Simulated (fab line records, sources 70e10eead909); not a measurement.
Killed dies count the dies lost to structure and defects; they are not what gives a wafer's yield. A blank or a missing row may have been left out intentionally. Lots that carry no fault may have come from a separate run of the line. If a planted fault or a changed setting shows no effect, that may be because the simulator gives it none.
fab line records	flow nand_harc
[record] lots = 12	wafers = 36	last_day = 24
route steps=1159 shown A_M1@1057 A_BONDPAD@1061 END@1159
lots untouched by any fault: they come from a run of this same line in which no faults occurred
start_h: the number of hours between the record's first day and the start of the first shown wafer of the lot	wait_h: hours from the lot's prior step to this one	" same as the row above	L1.1+2: a single row standing in for several wafers	- no value, or no start given	* or withheld: withheld	< > ~ a bound
route shown NAME@n: NAME is a module with steps in the file, n the number in the route of the first one	usual: mean/standard deviation of fault-free wafers	same: alike in all rows	chamber/n: place in a boat	sites: per-site readings	_std_site: standard deviation across them	_edge_site: inner sites' mean taken away from outer sites' mean	radius_mm: how far each site lies from the wafer's centre	mask NAME#n: copy n	behind: the last tool/chamber to shape the wafer	hold: why the lot went on hold/how many hours it stayed there/how the hold came to an end	device: names the non-switching transistor (n, p or np)	end of line: the tests these same wafers got at the end of their route	a step with no rows: only its recipe	killed: the dies lost at the first sort to structure and to defects; this is not the yield of the wafer	map: per-die view of a wafer (x killed, . not killed, _ where there is no die)
set.NAME: setting as actually run; set.NAME@STEP: the setting as run at that earlier step	model.NAME: the simulator's own value behind a step, which no gauge read
one table for each step of the route and one row for each wafer, over a sample of lots
services: a tool's chamber out of use, with start hour (start_h, from the record's first day; less than 0 if before it), hours out, and reason
[[steps]]
[step NHARC_A_M1_PRE_CLEAN_32]
[recipe] time_s = 12	temp_c = 370	rf_power_w = 300	gas = NH3
[usual] heater_power_w = 666/100
lot.wafer	tool	chamber	start_h	wait_h	heater_power_w
L260.3	pecvd-04	1	405.57	0.1	631
L260.1	"	2	"	"	589
L260.4	"	1	"	"	626
L259.1	pecvd-04	1	409.87	0.4	692
L259.5	"	1	"	"	711
L259.6	"	2	"	"	548
L261.2	pecvd-03	0	410.77	0.1	663
L261.4	"	2	"	"	593
L261.5	"	1	"	"	708
L262.1	pecvd-01	2	415.87	0.1	773
L262.6	"	0	"	"	913
L262.5	"	2	"	"	786
L263.3	pecvd-03	1	426.72	0.1	692
L263.6	"	1	"	"	668
L263.4	"	0	"	"	596
L265.2	pecvd-01	1	447.72	0.1	705
L265.5	"	1	"	"	694
L265.6	"	2	"	"	767
L268.2	pecvd-04	0	451.88	0.1	535
L268.3	"	0	"	"	523
L268.6	"	2	"	"	577
L267.3	pecvd-01	1	453.50	0.1	681
L267.1	"	2	"	"	779
L267.5	"	2	"	"	769
L270.3	pecvd-01	0	477.37	0.1	875
L270.5	"	0	"	"	857
L270.6	"	1	"	"	704
L272.3	pecvd-01	1	483.21	0.1	636
L272.6	"	0	"	"	866
L272.5	"	1	"	"	620
L276.2	pecvd-03	2	510.21	0.1	612
L276.4	"	0	"	"	653
L276.6	"	1	"	"	647
L282.3	pecvd-04	0	542.84	0.1	575
L282.5	"	1	"	"	713
L282.4	"	0	"	"	583
[step NHARC_A_BONDPAD_THK_MEAS_30]
[recipe] thk_meas_gauge = ellipsometry
[usual] thk_nm = 200.1/1.5
lot.wafer	tool	chamber	start_h	wait_h	thk_nm
L260.1	film_metro-01	-	406.89	0.2	199.0
L260.3	"	-	"	"	201.7
L260.4	"	-	"	"	200.1
L259.1	film_metro-02	-	411.16	0.2	198.1
L259.5	"	-	"	"	199.2
L259.6	"	-	"	"	199.6
L261.2	film_metro-01	-	412.06	0.2	199.1
L261.4	"	-	"	"	199.6
L261.5	"	-	"	"	199.7
L262.1	film_metro-01	-	417.57	0.2	198.8
L262.5	"	-	"	"	201.5
L262.6	"	-	"	"	199.8
L263.3	film_metro-01	-	428.12	0.2	201.5
L263.4	"	-	"	"	199.6
L263.6	"	-	"	"	201.7
L265.2	film_metro-01	-	449.18	0.2	200.0
L265.5	"	-	"	"	201.0
L265.6	"	-	"	"	201.4
L268.2	film_metro-01	-	453.48	0.2	200.4
L268.3	"	-	"	"	197.6
L268.6	"	-	"	"	200.4
L267.1	film_metro-01	-	454.78	0.2	202.4
L267.3	"	-	"	"	202.4
L267.5	"	-	"	"	201.8
L270.3	film_metro-01	-	478.67	0.2	201.8
L270.5	"	-	"	"	201.1
L270.6	"	-	"	"	201.0
L272.3	film_metro-01	-	484.49	0.2	200.8
L272.5	"	-	"	"	201.8
L272.6	"	-	"	"	200.3
L276.2	film_metro-02	-	511.50	0.2	200.4
L276.4	"	-	"	"	199.7
L276.6	"	-	"	"	201.0
L282.3	film_metro-02	-	544.23	0.2	199.3
L282.4	"	-	"	"	201.8
L282.5	"	-	"	"	197.3
[step NHARC_A_BONDPAD_ETCH_24]
[recipe] target_depth_a = 300	over_etch_frac = 0.3	time_s = 72.99	ion_energy_ev = 150	cf4_flow_sccm = 50	n2_flow_sccm = 100	ar_flow_sccm = 150	rf_w = 300	bias_w = 100	chemistry = CF4/N2
[usual] drypump_motor_current_A = 5.8/0.46	oes_product_au = 1.002/0.013	over_etch_frac = 0.3/0	rf_vpp_V = 313.8/1.4	showerhead_plenum_p_Torr = 2.60/0.069	throttle_valve_pct = 19.794/0.009
lot.wafer	tool	chamber	start_h	wait_h	drypump_motor_current_A	oes_product_au	over_etch_frac	rf_hours_counter_h	rf_vpp_V	showerhead_plenum_p_Torr	throttle_valve_pct
L260.4	rie_diel-09	1	408.40	-	6.0	1.013	0.3	5	313.9	2.66	19.796
L260.3	"	3	"	"	5.2	0.995	0.3	5	313.7	2.60	19.803
L260.1	"	0	"	"	6.2	1.000	0.3	6	312.3	2.53	19.784
L259.1	rie_diel-09	0	412.66	-	6.2	1.011	0.3	6	311.2	2.53	19.797
L259.6	"	0	"	"	6.2	1.006	0.3	-	313.5	2.53	19.804
L259.5	"	1	"	"	6.1	1.016	0.3	-	313.7	2.66	19.817
L261.4	rie_diel-09	0	413.39	-	6.2	1.014	0.3	6	313.3	2.53	19.799
L261.2	"	2	"	"	6.2	1.000	0.3	6	315.3	2.67	19.808
L261.5	"	3	"	"	5.2	1.003	0.3	-	314.1	2.60	19.789
L262.1	rie_diel-09	0	418.96	-	6.2	1.010	0.3	6	311.3	2.53	19.799
L262.5	"	1	"	"	6.1	1.016	0.3	-	313.5	2.66	19.794
L262.6	"	2	"	"	6.2	1.007	0.3	-	315.2	2.67	19.802
L263.4	rie_diel-09	2	429.44	-	6.2	1.011	0.3	6	314.6	2.67	19.789
L263.3	"	3	"	"	5.2	1.004	0.3	6	312.9	2.60	19.783
L263.6	"	2	"	"	6.2	1.019	0.3	-	315.0	2.67	19.780
L265.2	rie_diel-03	3	450.85	-	5.8	0.965	0.3	11	311.4	2.49	19.803
L265.6	"	3	"	"	5.7	0.975	0.3	-	312.2	2.49	19.777
L265.5	"	0	"	"	5.1	0.997	0.3	-	313.9	2.56	19.808
L268.3	rie_diel-09	0	454.80	-	6.2	0.987	0.3	1	314.3	2.53	19.809
L268.2	"	1	"	"	6.0	0.985	0.3	0	314.4	2.66	19.788
L268.6	"	3	"	"	5.2	1.011	0.3	-	314.9	2.60	19.801
L267.3	rie_diel-09	3	456.01	-	5.2	0.999	0.3	1	313.1	2.60	19.790
L267.1	"	1	"	"	6.1	0.996	0.3	1	314.9	2.66	19.790
L267.5	"	3	"	"	5.2	0.998	0.3	-	313.5	2.60	19.782
L270.3	rie_diel-09	2	480.02	-	6.2	1.027	0.3	2	313.9	2.67	19.803
L270.6	"	2	"	"	6.2	1.023	0.27734	-	315.3	2.67	19.791
L270.5	"	3	"	"	5.2	1.006	0.3	-	313.0	2.60	19.796
L272.3	rie_diel-09	0	485.89	-	6.2	0.996	0.3	2	311.9	2.53	19.803
L272.6	"	3	"	"	5.2	0.997	0.27734	-	314.1	2.60	19.783
L272.5	"	0	"	"	6.2	1.009	0.3	-	311.8	2.53	19.793
L276.4	rie_diel-03	1	512.87	-	5.4	1.002	0.3	24	315.3	2.67	19.793
L276.2	"	2	"	"	6.2	1.014	0.3	23	311.2	2.44	19.799
L276.6	"	0	"	"	5.1	1.000	0.3	-	312.5	2.55	19.791
L282.4	rie_diel-09	1	545.42	-	6.1	0.974	0.3	4	315.5	2.66	19.790
L282.3	"	0	"	"	6.2	0.998	0.3	4	312.7	2.53	19.798
L282.5	"	2	"	"	6.2	1.008	0.3	-	314.5	2.67	19.799
[step NHARC_A_BONDPAD_DEGAS_25]
[recipe] temp_c = 300	time_s = 60
[usual] heater_power_w = 472/57
lot.wafer	tool	chamber	start_h	wait_h	heater_power_w
L260.4	pvd_sputter-01	-	408.82	-	405
L260.3	"	-	"	"	436
L260.1	"	-	"	"	413
L259.1	pvd_sputter-02	-	413.08	-	590
L259.5	"	-	"	"	409
L259.6	"	-	"	"	486
L261.4	pvd_sputter-02	-	413.78	-	399
L261.2	"	-	"	"	590
L261.5	"	-	"	"	485
L262.1	pvd_sputter-03	-	419.35	-	480
L262.5	"	-	"	"	413
L262.6	"	-	"	"	486
L263.4	pvd_sputter-01	-	429.83	-	441
L263.3	"	-	"	"	413
L263.6	"	-	"	"	415
L265.2	pvd_sputter-03	-	451.25	-	489
L265.6	"	-	"	"	485
L265.5	"	-	"	"	477
L268.3	pvd_sputter-03	-	455.20	-	473
L268.2	"	-	"	"	529
L268.6	"	-	"	"	418
L267.1	pvd_sputter-02	-	456.42	-	572
L267.3	"	-	"	"	570
L267.5	"	-	"	"	400
L270.3	pvd_sputter-03	-	480.42	-	421
L270.5	"	-	"	"	403
L270.6	"	-	"	"	489
L272.3	pvd_sputter-02	-	486.30	-	568
L272.5	"	-	"	"	564
L272.6	"	-	"	"	410
L276.4	pvd_sputter-02	-	513.30	-	592
L276.2	"	-	"	"	405
L276.6	"	-	"	"	487
L282.4	pvd_sputter-02	-	545.82	-	583
L282.3	"	-	"	"	557
L282.5	"	-	"	"	483
[step NHARC_END_SORT_01]
[recipe] temp_c = 25
[usual] defect_limited_yield = 95.0/1.7	killed_at_array = 31/11	killed_at_other = 0.5/0.78	killed_at_periphery = 3.0/2	killed_dies = 34/12	killed_open = 3.2/2	killed_short = 1.9/1.6	sort_bin_2_pct = 1.6/0.67	sort_bin_3_pct = 0.26/0.2	sort_bin_4_pct = 3.2/1.1	sort_n_pass = 643/12	sort_rim_yield_pct = 96.8/1.8	sort_yield_pct = 95.0/1.7
[same] gross_dies = 677	sort_bin_5_pct[%] = 0	sort_bin_6_pct[%] = 0	sort_bin_7_pct[%] = 0	sort_bin_8_pct[%] = 0	sort_rim_n_gross = 106.00
lot.wafer	tool	chamber	start_h	wait_h	defect_limited_yield[%]	killed_at_array	killed_at_other	killed_at_periphery	killed_dies	killed_open	killed_short	sort_bin_2_pct[%]	sort_bin_3_pct[%]	sort_bin_4_pct[%]	sort_n_pass	sort_rim_yield_pct[%]	sort_yield_pct[%]
L263.3	prober-01	0	462.84	3.1	92.6	49	0	1	50	7	0	1.9	0.59	4.9	627	95.3	92.6
L263.4	prober-01	0	463.63	3.3	92.2	49	1	3	53	3	1	2.7	0.15	5.0	624	96.2	92.2
L263.6	prober-01	0	465.20	3.9	91.9	51	1	3	55	5	0	3.1	0.15	4.9	622	96.2	91.9
L265.2	prober-01	0	482.39	2.9	94.8	32	1	2	35	4	0	1.5	0.44	3.2	642	96.2	94.8
L265.5	prober-01	0	484.81	3.7	95.1	30	0	3	33	2	0	1.3	0.30	3.2	644	94.3	95.1
L265.6	prober-01	0	485.62	4.0	94.8	32	0	3	35	5	3	1.3	0.15	3.7	642	95.3	94.8
L267.1	prober-02	0	497.09	2.5	93.2	43	1	2	46	0	2	2.5	0.44	3.8	631	96.2	93.2
L267.3	prober-02	0	498.69	3.1	94.2	38	1	0	39	2	1	1.8	0.30	3.7	638	96.2	94.2
L267.5	prober-02	0	500.29	3.7	91.9	51	0	4	55	4	4	2.4	0.30	5.5	622	97.2	91.9
L276.2	prober-02	0	541.62	2.8	94.4	35	0	3	38	2	0	2.5	0.15	3.0	639	99.1	94.4
L276.4	prober-02	0	543.20	3.4	94.8	33	0	2	35	1	2	2.1	0.30	2.8	642	98.1	94.8
L276.6	prober-02	0	544.78	3.9	95.3	29	0	3	32	3	0	1.3	0.15	3.2	645	100.0	95.3
// killed by level:class
L263.3 A_CHANNEL_HOLE_D1:chamber_film_flake=21 A_CONTACT:chamber_film_flake=9 A_SLIT:chamber_film_flake=7 A_STAIRCASE:chamber_film_flake=5 A_CHANNEL_FILL_D1:geometric_particle:open=3 A_M0:geometric_particle:open=2 P_CONTACT:geometric_particle:open=1 A_CHANNEL_HOLE_D1:geometric_particle:open=1
L263.4 A_CHANNEL_HOLE_D1:chamber_film_flake=22 A_SLIT:chamber_film_flake=14 A_CONTACT:chamber_film_flake=5 A_STAIRCASE:chamber_film_flake=4 P_GATE:chamber_film_flake=2 A_CHANNEL_FILL_D1:geometric_particle:open=1 A_SGD_CUT:geometric_particle:open=1 A_SLIT:geometric_particle:short=1
L263.6 A_CHANNEL_HOLE_D1:chamber_film_flake=22 A_SLIT:chamber_film_flake=12 A_CONTACT:chamber_film_flake=9 A_STAIRCASE:chamber_film_flake=3 P_GATE:chamber_film_flake=2 P_CONTACT:geometric_particle:open=1 A_CHANNEL_HOLE_D1:geometric_particle:open=1 A_CHANNEL_FILL_D1:geometric_particle:open=1
L265.2 A_CHANNEL_HOLE_D1:chamber_film_flake=22 A_STAIRCASE:chamber_film_flake=4 A_SLIT:chamber_film_flake=2 A_BLC:chamber_film_flake=2 P_GATE:geometric_particle:open=1 P_M2:geometric_particle:open=1 A_ONON_D1:geometric_particle:open=1 A_M0:geometric_particle:open=1
L265.5 A_CHANNEL_HOLE_D1:chamber_film_flake=20 A_STAIRCASE:chamber_film_flake=4 A_CONTACT:chamber_film_flake=3 A_SLIT:chamber_film_flake=2 P_CONTACT:geometric_particle:open=1 A_M0:geometric_particle:open=1 P_ZERO_WELL:chamber_film_flake=1 P_GATE:chamber_film_flake=1
L265.6 A_CHANNEL_HOLE_D1:chamber_film_flake=14 A_STAIRCASE:chamber_film_flake=5 A_BLC:chamber_film_flake=3 A_CONTACT:chamber_film_flake=2 P_CONTACT:geometric_particle:open=1 A_SGD_CUT:geometric_particle:short=1 A_ONON_D1:geometric_particle:open=1 A_CHANNEL_FILL_D1:geometric_particle:short=1
L267.1 A_CHANNEL_HOLE_D1:chamber_film_flake=20 A_SLIT:chamber_film_flake=12 A_STAIRCASE:chamber_film_flake=7 A_WL_FILL:geometric_particle:short=2 A_CONTACT:chamber_film_flake=2 P_ZERO_WELL:chamber_film_flake=1 P_GATE:chamber_film_flake=1 THIN_TSV:chamber_film_flake=1
L267.3 A_SLIT:chamber_film_flake=15 A_CHANNEL_HOLE_D1:chamber_film_flake=12 A_STAIRCASE:chamber_film_flake=7 A_WL_FILL:geometric_particle:short=1 A_CONTACT:geometric_particle:open=1 A_BLC:geometric_particle:open=1 A_CONTACT:chamber_film_flake=1 THIN_TSV:chamber_film_flake=1
L267.5 A_CHANNEL_HOLE_D1:chamber_film_flake=23 A_SLIT:chamber_film_flake=14 A_STAIRCASE:chamber_film_flake=6 A_WL_FILL:geometric_particle:open=3 P_CONTACT:geometric_particle:short=2 A_CONTACT:chamber_film_flake=2 P_M0:geometric_particle:open=1 A_CHANNEL_FILL_D1:geometric_particle:short=1
L276.2 A_SLIT:chamber_film_flake=20 A_CHANNEL_HOLE_D1:chamber_film_flake=6 A_CONTACT:chamber_film_flake=6 P_GATE:geometric_particle:open=1 P_M2:geometric_particle:open=1 P_M1:chamber_film_flake=1 A_CHANNEL_FILL_D1:chamber_film_flake=1 A_STAIRCASE:chamber_film_flake=1
L276.4 A_SLIT:chamber_film_flake=16 A_CHANNEL_HOLE_D1:chamber_film_flake=7 A_CONTACT:chamber_film_flake=5 A_CHANNEL_FILL_D1:chamber_film_flake=2 P_CONTACT:geometric_particle:open=1 P_CONTACT:geometric_particle:short=1 A_CONTACT:geometric_particle:short=1 A_STAIRCASE:chamber_film_flake=1
L276.6 A_SLIT:chamber_film_flake=16 A_CHANNEL_HOLE_D1:chamber_film_flake=5 A_CONTACT:chamber_film_flake=3 A_STAIRCASE:chamber_film_flake=2 P_CONTACT:geometric_particle:open=1 A_CHANNEL_FILL_D1:geometric_particle:open=1 A_CONTACT:geometric_particle:open=1 P_ZERO_WELL:chamber_film_flake=1
[[services]]
tool	chamber	start_h	hours	kind
pvd_sputter-01	-	382.88	1.3	repair
rie_diel-09	0	385.68	-	clean
rie_diel-09	1	385.68	-	clean
rie_diel-09	2	385.68	-	clean
rie_diel-09	3	385.68	-	clean
pvd_sputter-02	-	392.01	10.0	pm
rie_diel-03	-	392.33	9.0	pm
pvd_sputter-01	-	393.47	2.3	repair
pecvd-01	-	393.52	1.6	repair
pvd_sputter-02	-	402.48	1.8	repair
rie_diel-09	0	410.18	-	clean
rie_diel-09	1	410.18	-	clean
rie_diel-09	2	410.18	-	clean
pecvd-01	-	418.06	13.0	pm
pvd_sputter-03	-	430.50	1.2	repair
rie_diel-09	-	431.10	9.0	pm
pecvd-04	1	442.11	17.3	repair
pvd_sputter-03	-	458.00	10.0	pm
rie_diel-09	-	472.30	2.0	repair
pecvd-03	-	473.61	13.0	pm
rie_diel-03	3	487.55	4.3	repair
pecvd-04	1	490.45	14.1	repair
pvd_sputter-01	-	514.05	10.0	pm
pecvd-03	1	534.79	17.1	repair
[[key]]
[first_sign] step = NHARC_A_BONDPAD_ETCH_24	reading = over_etch_frac	direction = down	sigmas = 99+	usual = 0.3	struck = 0.27734
effect none on later readings
met_at NHARC_A_BONDPAD_ETCH_24
struck_lots L270,L272
struck_wafers L270.6,L272.6
not_acting_at NHARC_A_M1_PRE_CLEAN_32,NHARC_A_BONDPAD_THK_MEAS_30,NHARC_A_BONDPAD_DEGAS_25
onset_between 456.01 480.02
[fault] kind = process_parameter_drift	tool = rie_diel-09	chamber = -	onset_h = 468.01	steps = NHARC_A_BONDPAD_ETCH_24	channel = over_etch_frac	offset = -0.022661	shape = step	end_h = 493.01	scope = struck_wafers_only	acts_in = these_recipes_only	stated = 0.3
